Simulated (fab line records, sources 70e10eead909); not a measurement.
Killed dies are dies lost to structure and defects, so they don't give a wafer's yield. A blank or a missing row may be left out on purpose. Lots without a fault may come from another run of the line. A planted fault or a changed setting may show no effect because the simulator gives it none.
Which tool did it? | flow nand_harc | 14 lots, 42 wafers sampled, at 5 steps of a route of 1302

WHAT THE GAUGES READ, wafer by wafer
NHARC_END_SORT_01.
lot  | measured     | on        | defect_limited_yield (%) | killed_at_array | killed_at_other | killed_at_periphery | killed_dies | killed_open | killed_short
L502 | day 25 21:42 | prober-02 | 73.1 78.3 84.6           | 72 34 46        | 1 1 5           | 109 112 53          | 182 147 104 | 7 4 1       | 1 1 7
L503 | day 27 00:28 | prober-01 | 79.3 81.2 74.4           | 76 42 62        | 0 0 0           | 64 85 111           | 140 127 173 | 1 2 2       | 3 1 1
L514 | day 32 19:04 | prober-01 | 94.2 92.8 90.0           | 33 47 65        | 0 0 0           | 6 2 3               | 39 49 68    | 3 4 4       | 4 1 2
L515 | day 33 02:03 | prober-01 | 92.3 87.4 91.9           | 48 80 46        | 1 1 0           | 3 4 9               | 52 85 55    | 4 0 7       | 4 1 3

WHICH TOOL RAN EACH LOT (tool, then ch and the chambers of the sampled wafers, then the start)
lot  | NHARC_P_BONDPAD_PRECLEAN_30         | NHARC_THIN_TSV_ETCH_15           | NHARC_THIN_TSV_PVD_19                   | NHARC_THIN_TSV_ANNEAL_52
L498 | wet_bench-08 ch 2,6,7, day 7 09:53  | rie_si-02 ch 0,1,2, day 24 14:16 | pvd_sputter-03, day 24 17:29 or earlier | rtp_anneal-02 ch 0, day 24 17:29
L499 | wet_bench-10 ch 2,3,4, day 7 22:03  | rie_si-02 ch 0,2, day 24 19:26   | pvd_sputter-03, day 24 22:37 or earlier | rtp_anneal-01 ch 0, day 24 22:37
L500 | wet_bench-08 ch 2,4,6, day 8 02:50  | rie_si-03 ch 2,3, day 24 18:14   | pvd_sputter-01, day 24 21:22 or earlier | rtp_anneal-01 ch 0, day 24 21:22
L497 | wet_bench-08 ch 2,4,6, day 8 05:20  | rie_si-04 ch 1,2,3, day 24 15:13 | pvd_sputter-01, day 24 18:28 or earlier | rtp_anneal-02 ch 0, day 24 18:28
L502 | wet_bench-08 ch 2,3,5, day 8 17:40  | rie_si-02 ch 1,2,3, day 25 07:28 | pvd_sputter-03, day 25 10:49 or earlier | rtp_anneal-02 ch 0, day 25 10:49
L503 | wet_bench-08 ch 1,6,7, day 9 06:02  | rie_si-03 ch 0,3, day 26 07:07   | pvd_sputter-03, day 26 10:25 or earlier | rtp_anneal-02 ch 0, day 26 10:25
L510 | wet_bench-10 ch 2,4,6, day 12 23:39 | rie_si-03 ch 1,2, day 29 15:07   | pvd_sputter-02, day 29 18:29 or earlier | rtp_anneal-01 ch 0, day 29 18:29
L511 | wet_bench-10 ch 5,6,7, day 13 00:53 | rie_si-04 ch 0,1,2, day 30 15:04 | pvd_sputter-02, day 30 18:21 or earlier | rtp_anneal-02 ch 0, day 30 18:21
L512 | wet_bench-10 ch 3,4,6, day 13 13:44 | rie_si-02 ch 1,2,3, day 30 06:35 | pvd_sputter-01, day 30 09:59 or earlier | rtp_anneal-02 ch 0, day 30 09:59
L514 | wet_bench-08 ch 2,4,5, day 13 21:23 | rie_si-02 ch 0,2,3, day 32 03:22 | pvd_sputter-02, day 32 06:36 or earlier | rtp_anneal-01 ch 0, day 32 06:36
L515 | wet_bench-08 ch 0,1,7, day 14 12:07 | rie_si-04 ch 0,3, day 32 04:34   | pvd_sputter-03, day 32 07:44 or earlier | rtp_anneal-01 ch 0, day 32 07:44
L518 | wet_bench-10 ch 3,4,6, day 15 14:43 | rie_si-04 ch 1,2,3, day 32 16:56 | pvd_sputter-02, day 32 20:14 or earlier | rtp_anneal-01 ch 0, day 32 20:14
L519 | wet_bench-10 ch 1,2,4, day 15 19:40 | rie_si-04 ch 0,1, day 33 17:28   | pvd_sputter-03, day 33 19:49            | rtp_anneal-02 ch 0, day 33 20:58
L520 | wet_bench-08 ch 3,5,6, day 16 06:04 | rie_si-02 ch 0,1,2, day 33 16:16 | pvd_sputter-03, day 33 19:37 or earlier | rtp_anneal-01 ch 0, day 33 19:37
- NHARC_P_BONDPAD_PRECLEAN_30: cleans in DIW, time 300 s.
- NHARC_THIN_TSV_ETCH_15: target depth 3000 nm, bosch target overetch cycles 2, bosch etch step 2.8 s.
- NHARC_THIN_TSV_PVD_19: deposits TaN, target thk 20 nm.
- NHARC_THIN_TSV_ANNEAL_52: time 90 s.

WHAT THE TOOLS THEMSELVES READ (means of the sampled wafers that have a number; where no wafer has one, the mark that the record gives instead)
NHARC_THIN_TSV_ETCH_15.
lot  | tool      | drypump_motor_current_A (A)
L498 | rie_si-02 | 5.7
L499 | rie_si-02 | 5.5
L500 | rie_si-03 | 5.7
L497 | rie_si-04 | 5.7
L502 | rie_si-02 | 5.3
L503 | rie_si-03 | 5.2
L510 | rie_si-03 | 6.0
L511 | rie_si-04 | 5.8
L512 | rie_si-02 | 5.4
L514 | rie_si-02 | 5.3
L515 | rie_si-04 | 5.8
L518 | rie_si-04 | 5.7
L519 | rie_si-04 | 5.7
L520 | rie_si-02 | 5.7

NHARC_THIN_TSV_PVD_19.
lot  | tool           | throttle_valve_pct (%)
L498 | pvd_sputter-03 | 29.6
L499 | pvd_sputter-03 | 30.6
L500 | pvd_sputter-01 | 30.2
L497 | pvd_sputter-01 | 30.3
L502 | pvd_sputter-03 | 29.5
L503 | pvd_sputter-03 | 30.2
L510 | pvd_sputter-02 | 29.6
L511 | pvd_sputter-02 | 29.5
L512 | pvd_sputter-01 | 30.2
L514 | pvd_sputter-02 | 29.1
L515 | pvd_sputter-03 | 30.5
L518 | pvd_sputter-02 | 29.5
L519 | pvd_sputter-03 | 29.8
L520 | pvd_sputter-03 | 30.7

NHARC_THIN_TSV_ANNEAL_52.
lot  | tool          | wafer_temp_C_max
L498 | rtp_anneal-02 | 225.9
L499 | rtp_anneal-01 | 226.8
L500 | rtp_anneal-01 | 226.7
L497 | rtp_anneal-02 | 225.7
L502 | rtp_anneal-02 | 225.9
L503 | rtp_anneal-02 | 226.1
L510 | rtp_anneal-01 | 226.7
L511 | rtp_anneal-02 | 225.9
L512 | rtp_anneal-02 | 225.8
L514 | rtp_anneal-01 | 227.2
L515 | rtp_anneal-01 | 226.9
L518 | rtp_anneal-01 | 227.4
L519 | rtp_anneal-02 | 226.2
L520 | rtp_anneal-01 | 227.2

THE ANSWER, worked out from the rows above alone
Rule: what is usual is taken from the lots themselves. Put in order of their means at a reading, lots are off if they are a third of the lots or fewer, leave a main group of 4 or more, and stand apart from it by a gap of 3 or more times the standard deviation of the main group's means; of several such gaps the widest counts. A main group whose means are all the same, to the digits that the tables above print for the reading, isn't used. A lot without any number at a reading at which 4 lots or more have one is off too. The other lots that the step has rows for count as sound. The gauges are gone through in route order, then the tools' own readings, and for those a lot's mean is taken as printed above. The first step at which some lot is off is used, and at that step the reading that is off furthest; a lot without a number counts as furthest.
No lot is off at any reading shown: from this, nothing can be told.

WHAT THE SIMULATOR HAD PUT IN
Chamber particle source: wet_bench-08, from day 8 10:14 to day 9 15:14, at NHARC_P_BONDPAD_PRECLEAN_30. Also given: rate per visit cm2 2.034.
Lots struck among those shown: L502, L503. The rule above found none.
